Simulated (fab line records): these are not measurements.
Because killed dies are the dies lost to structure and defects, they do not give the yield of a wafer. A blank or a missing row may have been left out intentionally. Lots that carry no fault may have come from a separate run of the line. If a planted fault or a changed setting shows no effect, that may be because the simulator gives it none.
Lot-split experiment :: flow n5_finfet :: on a route of 1938 steps: 7 lots, 21 wafers read

## ON THE SPLIT
At N5_PASSIVATION_VIA_ETCH_13 (etches SiO2 in CHF3/O2, target depth 660 nm, time 330 s), the setting bias_w was moved away from the recipe's 170 W on 6 of the 21 wafers read, by -10.8% to +17.6%. The other wafers ran this setting at the recipe's value.

The reading is taken at the split's own step.

## THE READING
rf_vpp_V, in V, at N5_PASSIVATION_VIA_ETCH_13 (etches SiO2 in CHF3/O2, target depth 660 nm, time 330 s). On this fab line, fault-free wafers typically give 527 V with a standard deviation of 11 V.

wafer: L074.1
tool, chamber at the split: rie_diel-03, 0
bias_w as run, W: 170
against the recipe: recipe
rf_vpp_V, V: 539
against lot-mates on the recipe: -

wafer: L074.3
tool, chamber at the split: rie_diel-03, 2
bias_w as run, W: 170
against the recipe: recipe
rf_vpp_V, V: 521
against lot-mates on the recipe: -

wafer: L074.5
tool, chamber at the split: rie_diel-03, 0
bias_w as run, W: 170
against the recipe: recipe
rf_vpp_V, V: 540
against lot-mates on the recipe: -

wafer: L077.1
tool, chamber at the split: rie_diel-03, 2
bias_w as run, W: 170
against the recipe: recipe
rf_vpp_V, V: 521
against lot-mates on the recipe: -

wafer: L077.3
tool, chamber at the split: rie_diel-03, 3
bias_w as run, W: 170
against the recipe: recipe
rf_vpp_V, V: 518
against lot-mates on the recipe: -

wafer: L077.6
tool, chamber at the split: rie_diel-03, 0
bias_w as run, W: 194.8
against the recipe: +14.6%
rf_vpp_V, V: 602
against lot-mates on the recipe: +82

wafer: L079.1
tool, chamber at the split: rie_diel-05, 0
bias_w as run, W: 170
against the recipe: recipe
rf_vpp_V, V: 534
against lot-mates on the recipe: -

wafer: L079.3
tool, chamber at the split: rie_diel-05, 2
bias_w as run, W: 170
against the recipe: recipe
rf_vpp_V, V: 507
against lot-mates on the recipe: -

wafer: L079.6
tool, chamber at the split: rie_diel-05, 1
bias_w as run, W: 170
against the recipe: recipe
rf_vpp_V, V: 512
against lot-mates on the recipe: -

wafer: L083.1
tool, chamber at the split: rie_diel-05, 3
bias_w as run, W: 170
against the recipe: recipe
rf_vpp_V, V: 526
against lot-mates on the recipe: -

wafer: L083.5
tool, chamber at the split: rie_diel-05, 2
bias_w as run, W: 170
against the recipe: recipe
rf_vpp_V, V: 508
against lot-mates on the recipe: -

wafer: L083.6
tool, chamber at the split: rie_diel-05, 1
bias_w as run, W: 200
against the recipe: +17.6%
rf_vpp_V, V: 584
against lot-mates on the recipe: +67

wafer: L086.1
tool, chamber at the split: rie_diel-03, 3
bias_w as run, W: 170
against the recipe: recipe
rf_vpp_V, V: 518
against lot-mates on the recipe: -

wafer: L086.2
tool, chamber at the split: rie_diel-03, 2
bias_w as run, W: 151.6
against the recipe: -10.8%
rf_vpp_V, V: 474
against lot-mates on the recipe: -55

wafer: L086.3
tool, chamber at the split: rie_diel-03, 0
bias_w as run, W: 170
against the recipe: recipe
rf_vpp_V, V: 540
against lot-mates on the recipe: -

wafer: L087.1
tool, chamber at the split: rie_diel-05, 0
bias_w as run, W: 170
against the recipe: recipe
rf_vpp_V, V: 536
against lot-mates on the recipe: -

wafer: L087.5
tool, chamber at the split: rie_diel-05, 0
bias_w as run, W: 170
against the recipe: recipe
rf_vpp_V, V: 536
against lot-mates on the recipe: -

wafer: L087.6
tool, chamber at the split: rie_diel-05, 1
bias_w as run, W: 170
against the recipe: recipe
rf_vpp_V, V: 511
against lot-mates on the recipe: -

wafer: L095.1
tool, chamber at the split: rie_diel-03, 2
bias_w as run, W: 178.4
against the recipe: +4.9%
rf_vpp_V, V: 543
against lot-mates on the recipe: no lot-mate on the recipe

wafer: L095.3
tool, chamber at the split: rie_diel-03, 3
bias_w as run, W: 178.4
against the recipe: +4.9%
rf_vpp_V, V: 536
against lot-mates on the recipe: no lot-mate on the recipe

wafer: L095.4
tool, chamber at the split: rie_diel-03, 0
bias_w as run, W: 178.4
against the recipe: +4.9%
rf_vpp_V, V: 561
against lot-mates on the recipe: no lot-mate on the recipe

THE FIT
A straight line over all 21 wafers: rf_vpp_V changes by +4.28 V for each +1% of bias_w; r = +0.90; the points scatter about the line by 12 V.
The same after taking each lot's own level away (the mean of its wafers on the recipe; 18 wafers): +4.66 V for each +1%; r = +0.93; scatter 11 V.
According to that fit, moving bias_w by its largest amount changes the reading by 82 V.
The lots' own levels span 517.0 to 533.3 V, that is 1.5 times the standard deviation above.
The two slopes agree, so the slope changes little with the lot-to-lot level.
Check: for one of the wafers moved furthest among these (+17.6%), held out of the fit, the line's prediction against its lot-mates is +96.5 V. It came out at +67 V against them.
Tool readings at the split's step, against how far the setting was moved: rf_vpp_V r = +0.90.

## THESE WAFERS: OTHER SPLITS
Other splits were also applied to these wafers ahead of the reading. Each is held against what the fit with the lots' levels taken away leaves over:
other split on the same wafers: N5_BEOL_M12_SPUTTER_43 power_w
wafers away from the commonest value: 7
r with rf_vpp_V (lot level and that fit taken away): -0.25

other split on the same wafers: N5_BEOL_M12_SPUTTER_44 time_s
wafers away from the commonest value: 6
r with rf_vpp_V (lot level and that fit taken away): +0.23

other split on the same wafers: N5_BEOL_M15_CMP_49 down_force_psi
wafers away from the commonest value: 5
r with rf_vpp_V (lot level and that fit taken away): +0.09

other split on the same wafers: N5_MIM_BOT_SPUTTER_00 time_s
wafers away from the commonest value: 5
r with rf_vpp_V (lot level and that fit taken away): +0.25

## THE FILE'S OWN FIT
rf_vpp_V changes by +4.66 V for each +1% of bias_w, r = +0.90.
